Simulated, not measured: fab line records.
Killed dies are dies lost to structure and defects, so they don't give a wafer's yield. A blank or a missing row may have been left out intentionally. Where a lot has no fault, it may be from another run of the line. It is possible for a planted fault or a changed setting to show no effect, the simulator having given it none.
Which of the tools did it? + flow n5_finfet + Sampling: 6 lots, 18 wafers, 3 of 1938 route steps

== WHAT THE GAUGES SHOWED, per wafer ==
N5_BEOL_M11_OCD_MEAS_38.
| lot  | measured     | on     | trench_depth_nm (nm) |
|------|--------------|--------|----------------------|
| L326 | day 10 21:13 | ocd-02 | 145.2 152.8 149.5    |
| L328 | day 11 08:10 | ocd-02 | 145.7 152.9 144.9    |
| L334 | day 12 12:59 | ocd-02 | 132.5 138.4 142.9    |
| L340 | day 14 01:45 | ocd-02 | 153.7 151.1 150.1    |
| L343 | day 15 05:13 | ocd-02 | 150.6 151.4 150.2    |
| L346 | day 15 16:57 | ocd-01 | 154.2 154.5 150.5    |

== TOOL THAT RAN EACH LOT (tool first, then ch and the chambers of the sampled wafers, then the start) ==
| lot  | N5_BEOL_M11_ETCH_65                | N5_BEOL_M11_TRENCH_ETCH_37         |
|------|------------------------------------|------------------------------------|
| L326 | rie_diel-01 ch 0,1,2, day 10 20:46 | rie_diel-01 ch 0,1,2, day 10 21:02 |
| L328 | rie_diel-02 ch 0,1, day 11 07:43   | rie_diel-02 ch 0,1, day 11 07:59   |
| L334 | rie_diel-01 ch 1,2, day 12 12:32   | rie_diel-01 ch 1,2, day 12 12:49   |
| L340 | rie_diel-02 ch 0,1,3, day 14 01:17 | rie_diel-02 ch 0,1,3, day 14 01:34 |
| L343 | rie_diel-02 ch 0,3, day 15 04:46   | rie_diel-02 ch 0,3, day 15 05:02   |
| L346 | rie_diel-02 ch 1,3, day 15 16:30   | rie_diel-02 ch 1,3, day 15 16:46   |
- N5_BEOL_M11_ETCH_65: etches SiARC in CF4, target depth 39 nm, time 65 s.
- N5_BEOL_M11_TRENCH_ETCH_37: etches SiCOH lowk in C4F6/O2, target depth 148.83 nm, time 48 s.

== THE ANSWER, worked out from the rows above alone ==
Rule: usual is defined by the lots themselves. Put in order of their means at a reading, lots are off if they are a third of the lots or fewer, leave a main group of 4 or more, and stand apart from it by a gap of 3 or more times the standard deviation of the main group's means; of several such gaps the widest counts. Not used: any main group whose means are identical at the precision the tables above print for the reading. Also off: a lot with no number at a reading for which 4 or more lots have one. The other lots that the step has rows for count as sound.
Off at N5_BEOL_M11_OCD_MEAS_38 (trench_depth_nm): L334. The main group: mean 150.5 nm, standard deviation 1.8.
A tool fits if, at a process step before that reading, it ran every lot that is off, and no sound lot after the first of them. Gauges at N5_BEOL_M11_OCD_MEAS_38: tried the same way as those tools. One fits: N5_BEOL_M11_ETCH_65 and N5_BEOL_M11_TRENCH_ETCH_37 on rie_diel-01. At N5_BEOL_M11_ETCH_65 its last sound lot is L326 (day 10 20:46), its first lot that is off L334 (day 12 12:32): a fault that began between those two fits.

== WHAT WAS PUT IN BY THE SIMULATOR ==
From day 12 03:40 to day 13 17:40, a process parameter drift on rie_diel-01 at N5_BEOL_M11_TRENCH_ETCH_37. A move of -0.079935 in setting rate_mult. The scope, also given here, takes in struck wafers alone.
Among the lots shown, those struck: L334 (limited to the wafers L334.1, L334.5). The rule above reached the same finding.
